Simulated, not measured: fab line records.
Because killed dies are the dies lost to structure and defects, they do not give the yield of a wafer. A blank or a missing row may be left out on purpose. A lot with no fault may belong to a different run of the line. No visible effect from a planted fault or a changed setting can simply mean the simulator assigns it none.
Matching of chambers | flow n5-finfet | N5_BEOL_M3_CO_CAP_55 on cvd-co-01 has 3 sister chambers
The step material Co, precursor CCTBA/H2, target thk 2 nm, time 102.1 s. 22 wafers are shown with their chamber, then 11 later ones without.

== WAFERS, EACH WITH ITS CHAMBER ==
wafer  | chamber | heater-power-w (W)
L074.4 | 1       | 268
L074.5 | 0       | 237
L074.6 | 2       | 240
L081.2 | 1       | 265
L081.3 | 2       | 247
L081.5 | 2       | 239
L082.1 | 1       | 273
L082.4 | 2       | 246
L082.6 | 1       | 266
L083.1 | 2       | 241
L083.2 | 0       | 234
L083.5 | 0       | 236
L084.1 | 2       | 236
L084.2 | 1       | 266
L084.4 | 0       | 237
L088.3 | 1       | 272
L088.5 | 1       | 275
L088.6 | 2       | 245
L092.1 | 2       | 242
L092.3 | 0       | 234
L092.6 | 1       | 275
L093.2 | 2       | 243

SIGNATURES, as means of the wafers listed above
reading        | chamber 0 | chamber 1 | chamber 2 | scatter within a chamber
heater-power-w | 235.60    | 270.00    | 242.11    | 3.51
Rule: for a wafer and a chamber, the distance is found by dividing, reading by reading, the gap between the wafer's reading and the chamber's mean by the reading's scatter, squaring, summing and taking the root. If the next closest chamber is less than 2 further off than the closest, the wafer can't be placed; otherwise it belongs to the closest. The scatter: the root of (the sum of the squares of (reading less its chamber's mean) over the shown wafers, divided by (wafers less chambers)).

== WAFERS WHOSE CHAMBER IS MISSING ==
wafer  | heater-power-w (W)
L093.4 | 243
L093.6 | 263
L094.1 | 266
L094.2 | 232
L094.6 | 240
L096.1 | 251
L096.2 | 269
L096.6 | 236
L097.1 | 247
L097.3 | 271
L097.5 | 234

== WHICH CHAMBER EACH WENT THROUGH ==
wafer  | from the rows above     | in truth
L093.4 | can't be placed: 2 or 0 | 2
L093.6 | 1                       | 1
L094.1 | 1                       | 1
L094.2 | can't be placed: 0 or 2 | 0
L094.6 | can't be placed: 2 or 0 | 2
L096.1 | can't be placed: 2 or 0 | 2
L096.2 | 1                       | 1
L096.6 | can't be placed: 0 or 2 | 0
L097.1 | can't be placed: 2 or 0 | 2
L097.3 | 1                       | 1
L097.5 | can't be placed: 0 or 2 | 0
4 of 11 placed correctly. Cannot be placed on the basis of these rows: 7; the candidates contain the true chamber in 7. 0 placed wrongly.
